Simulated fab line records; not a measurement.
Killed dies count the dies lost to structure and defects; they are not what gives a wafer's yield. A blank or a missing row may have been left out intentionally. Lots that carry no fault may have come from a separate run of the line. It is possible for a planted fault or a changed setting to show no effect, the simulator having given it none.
Struck lot and sound lot, side by side / flow n5-finfet / 15 out of 1938 route steps
Sound: wafers L880.1, L880.3, L880.6. Struck: wafer L894.6; the same lot's L894.4 was not struck, so it is left out; see the end for the cause.
At each step with rows: each side's tool, then ch and its chambers, then its first start. Under that, the readings that differ: sound wafers / struck wafers / difference of the means / sigmas: that difference in standard deviations of wafers without a fault.
alike: words and numbers the same on both sides, and readings whose means are apart by under 2 such deviations; not compared: readings that were withheld, readings missing a value for some wafer, numbers with overlapping values and no deviation given by the record, and bounds like >300 which may hide the same value.
Wherever a step has rows on one side only, a row that says differs or no value, or a row with sigmas, the two part there. Non-overlapping numbers with no deviation appear without sigmas and do not part them. A reading that every wafer of one side lacks parts them only if that side has two wafers or more.

N5_BEOL_M12_ETCH_67: etches SiARC in CF4, target depth 143 nm, time 238.3 s.
  sound on rie-diel-03 ch 0,1,2, day 11 01:59; struck on rie-diel-01 ch 1, day 13 22:25
  alike: drypump-motor-current-A, etch-rf-on-time-s, oes-product-au, rf-fwd-power-W, rf-vpp-V, showerhead-plenum-p-Torr, throttle-valve-pct
  not compared: rf-hours-counter-h
N5_BEOL_M12_ETCH_68: etches SOC in N2/H2, time 285 s.
  sound on rie-diel-03 ch 0,1,2, day 11 02:08; struck on rie-diel-01 ch 1, day 13 22:34
  alike: drypump-motor-current-A, oes-product-au, rf-fwd-power-W, rf-vpp-V, showerhead-plenum-p-Torr, throttle-valve-pct
  not compared: rf-hours-counter-h
then, 3 steps without rows for these wafers: N5_BEOL_M12_STRIP_69 (strips in N2/H2); N5_BEOL_M12_TRENCH_ETCH_34 (etches SiOC in C4F8/O2/Ar, target depth 318.95 nm, time 125.5 s); N5_BEOL_M12_STRIP_70 (strips in C4F8/O2/Ar).
N5_BEOL_M12_OCD_MEAS_35:
  struck on ocd-02, day 13 22:49; sound on ocd-01, day 11 02:28
  alike: trench-depth-nm
N5_BEOL_M12_STRIP_37: strips in N2/H2.
  sound on plasma-asher-02 ch 0,1, day 11 02:30; struck on plasma-asher-02 ch 0, day 13 22:53
  alike: drypump-motor-current-A, heater-power-w, oes-product-au
  not compared: rf-hours-counter-h
then, 4 steps without rows for these wafers: N5_BEOL_M12_ETCH_38 (etches SiCN in CF4/N2, target depth 68.7 nm, time 73.4 s); N5_BEOL_M12_PRECLEAN_39 (cleans in residue remover, time 60 s); N5_BEOL_M12_SRD_40 (time 30 s, dry time 30 s); N5_BEOL_M12_DEGAS_41 (time 60 s).
N5_BEOL_M12_PRE_CLEAN_42: time 30 s.
  struck on pvd-sputter-01, day 14 01:14; sound on pvd-sputter-01, day 11 06:51
  alike: heater-power-w
N5_BEOL_M12_SPUTTER_43: material TaN, target thk 15 nm, time 24.19 s.
  struck on pvd-sputter-01, day 14 01:17; sound on pvd-sputter-01, day 11 06:53
reading=model.TaN_of_BEOL_M12_SPUTTER_43.thk-nm (nm); sound=14.6 14.8 14.8; struck=16.8; difference=+2.1; sigmas=
  alike: throttle-valve-pct
N5_BEOL_M12_SPUTTER_44: material Ta, target thk 10 nm, time 16.13 s.
  struck on pvd-sputter-01, day 14 01:22; sound on pvd-sputter-01, day 11 06:58
  alike: throttle-valve-pct
N5_PASSIVATION_PROBE_49:
  struck on prober-01, day 15 06:59; sound on prober-02, day 12 19:25
reading=killed_at_M4_up; sound=12 9 21; struck=25; difference=+11; sigmas=+2
reading=killed-open; sound=64 47 49; struck=87; difference=+34; sigmas=+3
  alike: defect-limited-yield, killed_at_M0_to_M3, killed-at-contacts, killed-at-front-end, killed-at-other, killed-dies, killed-on-rim, killed-short, sort_bin_5_function, sort_bin_6_memory, sort-n-pass, sort-yield-pct

WHERE THEY PART
At N5_PASSIVATION_PROBE_49 and nowhere else, as far as this record goes.

WHY: the cause the simulator had injected
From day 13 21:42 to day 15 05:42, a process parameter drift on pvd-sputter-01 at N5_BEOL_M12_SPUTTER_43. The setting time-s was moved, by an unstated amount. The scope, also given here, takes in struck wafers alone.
